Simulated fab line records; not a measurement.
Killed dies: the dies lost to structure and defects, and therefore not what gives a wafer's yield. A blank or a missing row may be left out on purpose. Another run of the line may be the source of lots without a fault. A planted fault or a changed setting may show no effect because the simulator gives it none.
A struck lot beside a sound one    flow n5-finfet    20 out of 1938 route steps
Sound: the wafers L573.1, L573.4, L573.6. Wafers L577.4, L577.5, L577.6 were the ones struck. The cause is named last.
At each step with rows: each side's tool, then ch and its chambers, then its first start. Under that, the readings that differ: sound wafers    struck wafers    difference of the means    sigmas: that difference in standard deviations of wafers without a fault.
alike: a reading whose means differ by less than 2 such deviations, as well as words and numbers matching on both sides. not compared: withheld readings; readings where some wafer has no value; bounds like >300 that might hide an equal value; numbers whose values overlap and for which the record gives no deviation.
A row with sigmas, a row that says differs or no value, or rows on one side alone: a step with any of these is where the two part. Non-overlapping numbers with no deviation appear without sigmas and do not part them. Lack of a reading on every wafer of one side parts them only where that side has two or more wafers.

first, 11 steps without rows for these wafers: N5_BEOL_M3_ETCH_74 (etches underlayer in N2/H2, target depth 6.5 nm, time 5.2 s); N5_BEOL_M3_ETCH_63 (etches SiARC in CF4, target depth 15.6 nm, time 26 s); N5_BEOL_M3_ETCH_64 (etches SOC in N2/H2, target depth 75 nm, overetch 15 nm, time 112.5 s); N5_BEOL_M3_STRIP_65 (strips in N2/H2); N5_BEOL_M3_STRIP_75 (strips in N2/H2); N5_BEOL_M3_STRIP_66 (strips in CF4); N5_BEOL_M3_HM_OPEN_17 (chemistry Cl2/BCl3, target TiN, target depth 20 nm, overetch 6 nm); N5_BEOL_M3_STRIP_19 (strips in O2); N5_BEOL_M3_COAT_67 (time 60 s, resist thk 60 nm); N5_BEOL_M3_COAT_68 (time 60 s, resist thk 12 nm); N5_BEOL_M3_COAT_76 (time 60 s, resist thk 5 nm).
N5_BEOL_M3_COAT_22: resist thk 30 nm.
  sound on litho-track-05 ch 0, day 8 19:28; struck on litho-track-05 ch 0, day 10 06:28
reading                                       sound                 struck                difference  sigmas
spin-speed-rpm (rpm)                          1499.4 1499.6 1499.8  1608.0 1609.6 1608.8  +109.2      +99 or more
model.CAR-EUV_of_BEOL_M3_COAT_22.thk-nm (nm)  29.8 30 29.8          29 29 29              -1          
then, 5 steps without rows for these wafers: N5_BEOL_M3_EBR_24; N5_BEOL_M3_SOFTBAKE_23 (time 60 s); N5_BEOL_M3_EXPOSE_25 (exposes mask V2, defocus 5 nm); N5_BEOL_M3_PEB_26 (peb time 60 s); N5_BEOL_M3_DEVELOP_27 (develop time 30 s).
N5_BEOL_M3_DESCUM_33: chemistry O2, time 7 s.
  sound on rie-diel-01 ch 0,1, day 8 19:59; struck on rie-diel-02 ch 0,1, day 10 06:59
reading                                       sound                 struck                difference  sigmas
chamber-pressure-mTorr (mTorr)                20.023 20.029 20.002  19.967 19.998 19.960  -0.043      -2
model.CAR-EUV_of_BEOL_M3_COAT_22.thk-nm (nm)  26 26 26              25 25 25.2            -1          
  alike: drypump-motor-current-A, oes-product-au, rf-vpp-V, showerhead-plenum-p-Torr, throttle-valve-pct
  not compared: rf-hours-counter-h
then, 1 step without rows for these wafers: N5_BEOL_M3_ETCH_77 (etches underlayer in N2/H2, target depth 6.5 nm, time 5.2 s).
N5_BEOL_M4_RC_MEAS_101:
  sound on prober-02 ch 0, day 10 20:44; struck on prober-02 ch 0, day 11 21:32
reading        sound           struck          difference  sigmas
DIBL_P (mV/V)  33.9 37.4 38.0  40.7 39.5 43.7  +4.9        +2
  alike: DIBL_N, IOFF_N, IOFF_P, ION_N, ION_P, SS_N, SS_P, VT_N, VT_P

== WHERE THEY PART ==
Last at N5_BEOL_M4_RC_MEAS_101 as far as this record goes, first at N5_BEOL_M3_COAT_22.

WHY: what had been put in by the simulator
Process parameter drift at N5_BEOL_M3_COAT_22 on litho-track-05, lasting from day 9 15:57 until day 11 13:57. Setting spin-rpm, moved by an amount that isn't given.
